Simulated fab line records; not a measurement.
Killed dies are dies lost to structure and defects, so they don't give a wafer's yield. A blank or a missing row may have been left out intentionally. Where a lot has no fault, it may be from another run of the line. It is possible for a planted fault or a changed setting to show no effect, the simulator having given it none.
fab line records	flow nand-harc
[record] lots = 6	wafers = 18	last-day = 25
route steps=1159 shown P_STI@76
lots that met no fault: from a run of the same line without faults
start-h: start of the lot's first displayed wafer, in hours after the record's first day	wait-h: how many hours have passed since the lot's step before this one	" identical to the entry in the row above	L1.1+2: a row that stands for several wafers	- value missing, or start not given	* or withheld: withheld	< > ~ a bound
route shown NAME@n: NAME is a module with steps in the file, n the number in the route of the first one	usual: mean/standard deviation of fault-free wafers	same: alike in all rows	chamber/n: place in a boat	sites: the reading at each site	_std_site: the values' standard deviation	_edge_site: inner sites' mean taken away from outer sites' mean	radius-mm: for every site, how far away it sits from the centre of the wafer	mask NAME#n: copy n	behind: tool/chamber where the wafer was last shaped	hold: why the lot was held/for how many hours/how that ended	device: names the non-switching transistor (n, p or np)	end of line: tests of these same wafers at the route's end	a step with no rows: only its recipe	killed: dies that structure and defects cost at the first sort, which is not the same as the wafer's yield	map: the dies of a wafer, with x for killed, . for not killed, _ for no die there
set.NAME: the setting that was run; set.NAME@STEP: the one run at that earlier step	model.NAME: the simulator's own value behind a step, which no gauge read
certain route steps with their lots: each step a table, each wafer a row
services: from which hour (start-h, from the record's first day; less than 0 if before it) a tool's chamber was out of use, for how many hours, and why
[[steps]]
[step NHARC_P_STI_COAT_41]
[recipe] temp-c = 200	time-s = 65
[step NHARC_P_STI_COAT_03]
[recipe] spin-rpm = 2000	resist-thk-nm = 600
[step NHARC_P_STI_SOFTBAKE_04]
[recipe] temp-c = 125	time-s = 70
[step NHARC_P_STI_EBR_05]
[step NHARC_P_STI_EXPOSE_06]
[recipe] na = 0.55	target-cd-nm = 200	dose-mj = 37.69	mask-id = P_STI
[step NHARC_P_STI_PEB_07]
[recipe] peb-temp-c = 128	peb-time-s = 80
[step NHARC_P_STI_DEVELOP_08]
[recipe] time-s = 50	dev-temp-c = 22
[step NHARC_P_STI_CD_MEAS_09]
[recipe] target-cd-nm = 200	landing-energy-ev = 500
[usual] cd-nm = 199.8/2.9
lot.wafer	tool	chamber	start-h	wait-h	cd-nm
L695.1	cd-sem-01	0	66.10	-	203.8
L695.2	"	0	"	"	199.1
L695.3	"	0	"	"	197.8
L696.1	cd-sem-01	0	73.57	-	204.1
L696.3	"	0	"	"	207.3
L696.4	"	0	"	"	204.8
L709.1	cd-sem-02	0	149.01	-	197.4
L709.2	"	0	"	"	193.3
L709.5	"	0	"	"	192.9
L710.2	cd-sem-03	0	155.68	-	200.9
L710.5	"	0	"	"	201.6
L710.6	"	0	"	"	203.6
L712.3	cd-sem-03	0	167.49	-	200.0
L712.4	"	0	"	"	197.0
L712.6	"	0	"	"	196.0
L713.1	cd-sem-03	0	175.63	-	203.3
L713.4	"	0	"	"	203.9
L713.6	"	0	"	"	198.0
[step NHARC_P_STI_OVL_MEAS_10]
[usual] overlay-x-nm = 1/6.1	overlay-y-nm = 0/7.6
lot.wafer	tool	chamber	start-h	wait-h	overlay-x-nm	overlay-y-nm
L695.1	overlay-02	-	66.19	-	9	-13
L695.2	"	-	"	"	9	-13
L695.3	"	-	"	"	9	-13
L696.1	overlay-01	-	73.66	-	-5	7
L696.3	"	-	"	"	-5	7
L696.4	"	-	"	"	-4	7
L709.1	overlay-01	-	149.10	-	7	-2
L709.2	"	-	"	"	7	-3
L709.5	"	-	"	"	7	-3
L710.2	overlay-02	-	155.77	-	1	10
L710.5	"	-	"	"	2	10
L710.6	"	-	"	"	1	9
L712.3	overlay-01	-	167.57	-	8	-13
L712.4	"	-	"	"	8	-13
L712.6	"	-	"	"	9	-13
L713.1	overlay-02	-	175.72	-	6	-3
L713.4	"	-	"	"	6	-3
L713.6	"	-	"	"	6	-4
[step NHARC_P_STI_INSPECT_11]
[usual] raw-defect-count = 6/3.2
lot.wafer	tool	chamber	start-h	wait-h	raw-defect-count
L695.1	defect-inspect-02	-	66.23	0.0	4
L695.2	"	-	"	"	6
L695.3	"	-	"	"	3
L696.1	defect-inspect-01	-	73.70	0.0	8
L696.3	"	-	"	"	4
L696.4	"	-	"	"	3
L709.1	defect-inspect-02	-	149.13	0.0	8
L709.2	"	-	"	"	11
L709.5	"	-	"	"	8
L710.2	defect-inspect-01	-	155.81	0.0	2
L710.5	"	-	"	"	3
L710.6	"	-	"	"	8
L712.3	defect-inspect-01	-	167.61	0.0	7
L712.4	"	-	"	"	4
L712.6	"	-	"	"	0
L713.1	defect-inspect-01	-	175.75	0.0	1
L713.4	"	-	"	"	8
L713.6	"	-	"	"	2
[step NHARC_P_STI_HARDBAKE_13]
[recipe] temp-c = 118	time-s = 65
[step NHARC_P_STI_DESCUM_14]
[recipe] time-s = 3	o2-flow-sccm = 200	ar-flow-sccm = 0	bias-power-w = 0	chemistry = O2
[usual] drypump-motor-current-A = 5.74/0.29	oes-product-au = 1.005/0.0094	rf-vpp-V = 57.9/0.93	showerhead-plenum-p-Torr = 1.95/0.075	throttle-valve-pct = 11.311/0.0084
[same] bias-power-w = 0
lot.wafer	tool	chamber	start-h	wait-h	drypump-motor-current-A	oes-product-au	rf-hours-counter-h	rf-vpp-V	showerhead-plenum-p-Torr	throttle-valve-pct
L695.3	rie-diel-13	0	66.36	-	5.68	1.010	4.5	59.5	1.93	11.305
L695.2	"	2	"	"	5.50	1.015	4.3	56.9	1.96	11.311
L695.1	"	3	"	"	5.64	1.042	4.4	57.4	2.05	11.312
L696.1	rie-diel-01	2	73.84	-	5.36	1.005	2.2	58.2	2.05	11.321
L696.4	"	3	"	"	6.15	0.992	2.6	57.3	1.89	11.310
L696.3	"	0	"	"	5.40	0.991	2.6	56.7	1.87	11.306
L709.2	rie-diel-13	0	149.28	-	5.69	1.006	1.2	58.0	1.93	11.310
L709.1	"	2	"	"	5.46	1.011	1.2	58.0	1.96	11.308
L709.5	"	3	"	"	5.64	1.007	-	59.9	2.05	11.313
L710.2	rie-diel-13	0	155.96	-	5.70	1.008	1.7	57.4	1.93	11.298
L710.5	"	0	"	"	5.69	1.007	-	58.1	1.93	11.318
L710.6	"	1	"	"	6.18	1.009	-	57.5	1.99	11.305
L712.4	rie-diel-13	3	167.74	-	5.62	1.012	2.2	59.3	2.05	11.317
L712.3	"	0	"	"	5.68	1.005	2.3	58.3	1.93	11.297
L712.6	"	0	"	"	5.69	1.000	-	58.1	1.93	11.323
L713.4	rie-diel-01	0	175.91	-	5.42	0.998	0.6	58.0	1.87	11.300
L713.1	"	2	"	"	5.36	0.996	0.6	58.2	2.05	11.323
L713.6	"	0	"	"	5.43	0.994	-	58.0	1.87	11.329
[step NHARC_P_STI_ETCH_42]
[recipe] target-depth-a = 800	overetch-a = 240	time-s = 61	ion-energy-ev = 200	n2-flow-sccm = 150	h2-flow-sccm = 150	ar-flow-sccm = 0	rf-w = 400	bias-w = 150	chemistry = N2/H2
[usual] bias-w = 150.0/0.42	chamber-pressure-mTorr = 30.000/0.027	drypump-motor-current-A = 5.75/0.29	n2-flow-sccm = 150.0/0.43	oes-product-au = 1.005/0.0098	rf-vpp-V = 431.5/2.4	showerhead-plenum-p-Torr = 2.08/0.08	throttle-valve-pct = 14.170/0.011
lot.wafer	tool	chamber	start-h	wait-h	bias-w	chamber-pressure-mTorr	drypump-motor-current-A	n2-flow-sccm	oes-product-au	rf-hours-counter-h	rf-vpp-V	showerhead-plenum-p-Torr	throttle-valve-pct
L695.2	rie-diel-13	2	66.45	0.1	150.1	30.011	5.53	149.7	1.016	4.3	433.1	2.09	14.173
L695.3	"	3	"	"	149.6	30.002	5.63	150.0	1.022	4.4	433.5	2.19	14.181
L695.1	"	0	"	"	149.8	29.993	5.71	149.6	1.009	4.5	431.8	2.06	14.178
L696.3	rie-diel-01	1	73.92	0.1	150.3	30.005	6.05	149.5	0.998	2.6	429.0	2.07	14.184
L696.1	"	2	"	"	150.3	30.017	5.38	150.1	1.013	2.2	434.9	2.19	14.186
L696.4	"	0	"	"	150.1	30.027	5.40	149.9	1.000	2.6	428.2	1.99	14.142
L709.2	rie-diel-13	2	149.36	0.1	-	-	-	-	-	-	-	-	-
L709.1	"	0	"	"	-	-	-	-	-	-	-	-	-
L709.5	"	2	"	"	-	-	-	-	-	-	-	-	-
L710.2	rie-diel-13	3	156.06	0.1	-	-	-	-	-	-	-	-	-
L710.6	"	0	"	"	-	-	-	-	-	-	-	-	-
L710.5	"	1	"	"	-	-	-	-	-	-	-	-	-
L712.3	rie-diel-13	3	167.83	0.1	150.1	29.997	5.63	150.4	1.016	2.2	433.7	2.19	14.173
L712.4	"	1	"	"	150.4	29.986	6.22	150.2	1.008	2.2	431.7	2.12	14.169
L712.6	"	3	"	"	149.9	30.013	5.62	149.7	1.010	-	433.5	2.19	14.165
L713.4	rie-diel-01	1	175.99	0.1	149.1	30.003	6.03	150.4	1.017	0.7	430.6	2.06	14.154
L713.1	"	2	"	"	150.2	30.015	5.36	150.2	1.008	0.6	434.0	2.19	14.173
L713.6	"	0	"	"	150.3	29.944	5.41	150.4	0.996	-	429.8	1.99	14.175
[step NHARC_P_STI_ETCH_31]
[recipe] target-depth-a = 1089	time-s = 54.5	cf4-flow-sccm = 100	chf3-flow-sccm = 30	ar-flow-sccm = 0	rf-w = 500	bias-w = 200	chemistry = CF4/CHF3
[usual] bias-w = 200.1/0.53	cf4-flow-sccm = 100.01/0.3	drypump-motor-current-A = 5.74/0.29	oes-product-au = 0.967/0.017	rf-vpp-V = 371.6/2.1	showerhead-plenum-p-Torr = 1.60/0.057	throttle-valve-pct = 16.802/0.0096
lot.wafer	tool	chamber	start-h	wait-h	bias-w	cf4-flow-sccm	drypump-motor-current-A	oes-product-au	rf-hours-counter-h	rf-vpp-V	showerhead-plenum-p-Torr	throttle-valve-pct
L695.1	rie-diel-13	0	-	-	200.3	99.76	5.68	0.971	4.5	371.3	1.59	16.782
L695.3	"	1	"	"	200.0	100.02	6.18	0.963	4.2	371.0	1.63	16.799
L695.2	"	2	"	"	200.3	99.24	5.51	0.987	4.3	372.4	1.61	16.802
L696.4	rie-diel-01	2	-	-	200.6	100.09	5.37	0.965	2.3	375.3	1.68	16.786
L696.3	"	3	"	"	200.1	100.23	6.14	0.956	2.6	370.2	1.56	16.804
L696.1	"	1	"	"	200.1	99.69	6.05	0.955	2.6	371.7	1.59	16.807
L709.2	rie-diel-13	0	149.44	0.1	200.2	99.32	5.71	0.965	1.3	371.8	1.59	16.799
L709.1	"	1	"	"	200.3	100.15	6.19	0.990	1.3	372.4	1.63	16.794
L709.5	"	0	"	"	199.0	99.94	5.71	0.973	-	371.4	1.59	16.786
L710.2	rie-diel-13	3	156.14	0.1	199.5	100.18	5.65	0.983	1.7	373.0	1.68	16.799
L710.5	"	0	"	"	199.6	100.23	5.72	0.966	-	370.3	1.59	16.792
L710.6	"	1	"	"	199.7	99.27	6.18	0.972	-	370.5	1.63	16.807
L712.4	rie-diel-13	3	-	-	199.6	99.78	5.64	0.982	2.2	374.3	1.68	16.796
L712.3	"	0	"	"	200.5	100.03	5.68	0.977	2.3	371.8	1.59	16.813
L712.6	"	2	"	"	200.4	99.82	5.51	0.993	-	372.2	1.61	16.787
L713.1	rie-diel-01	1	-	-	200.5	100.37	6.03	0.984	0.7	371.9	1.59	16.793
L713.4	"	3	"	"	200.5	99.63	6.14	0.938	0.6	368.7	1.56	16.786
L713.6	"	0	"	"	199.9	100.33	5.40	0.946	-	369.0	1.54	16.798
[[services]]
tool	chamber	start-h	hours	kind
rie-diel-13	0	53.50	-	clean
rie-diel-13	1	53.50	-	clean
rie-diel-13	2	53.50	-	clean
rie-diel-13	3	53.50	-	clean
rie-diel-13	0	78.00	-	clean
rie-diel-13	1	78.00	-	clean
rie-diel-13	2	78.00	-	clean
rie-diel-13	3	78.00	-	clean
rie-diel-13	-	99.00	9.0	pm
rie-diel-13	0	99.00	9.0	vent-cycle
rie-diel-13	1	99.00	9.0	vent-cycle
rie-diel-13	2	99.00	9.0	vent-cycle
rie-diel-13	3	99.00	9.0	vent-cycle
rie-diel-01	1	99.33	2.6	repair
rie-diel-13	0	108.00	-	clean
rie-diel-13	1	108.00	-	clean
rie-diel-13	2	108.00	-	clean
rie-diel-13	3	108.00	-	clean
rie-diel-01	3	113.34	2.7	repair
rie-diel-01	0	113.89	10.6	repair
rie-diel-13	0	132.50	-	clean
rie-diel-13	1	132.50	-	clean
rie-diel-13	2	132.50	-	clean
rie-diel-01	-	137.80	9.0	pm
[[key]]
[first-sign] step = NHARC_P_STI_ETCH_42	reading = tool-record	direction = missing
effect none on later readings
met-at NHARC_P_STI_ETCH_42
struck-wafers L709.1,L709.2,L709.5,L710.2,L710.5,L710.6
later-rows-left-out L709.1,L709.2,L709.5,L710.2,L710.5,L710.6
sort-left-out L709.1,L709.2,L709.5,L710.2,L710.5,L710.6
tester-left-out L709,L710
onset-between 66.45 149.36
[fault] kind = skipped-step-whole	tool = rie-diel-13	chamber = -	onset-h = 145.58	steps = NHARC_P_STI_ETCH_42	scope = struck-lots-only
// tester-left-out: of these lots the tester's yield and bins aren't shown, on N5 and GAA mostly nor the transistor test; their killed dies are dies lost to structure and defects alone, not to doping, threshold or leakage, so they don't give the yield
// sort-left-out: the simulated sort isn't trusted on such a fault, so these wafers' sort isn't shown, and their yield isn't known
// later-rows-left-out: the simulator's readings of these wafers behind a module that went badly wrong aren't trusted and aren't shown, but for the sort
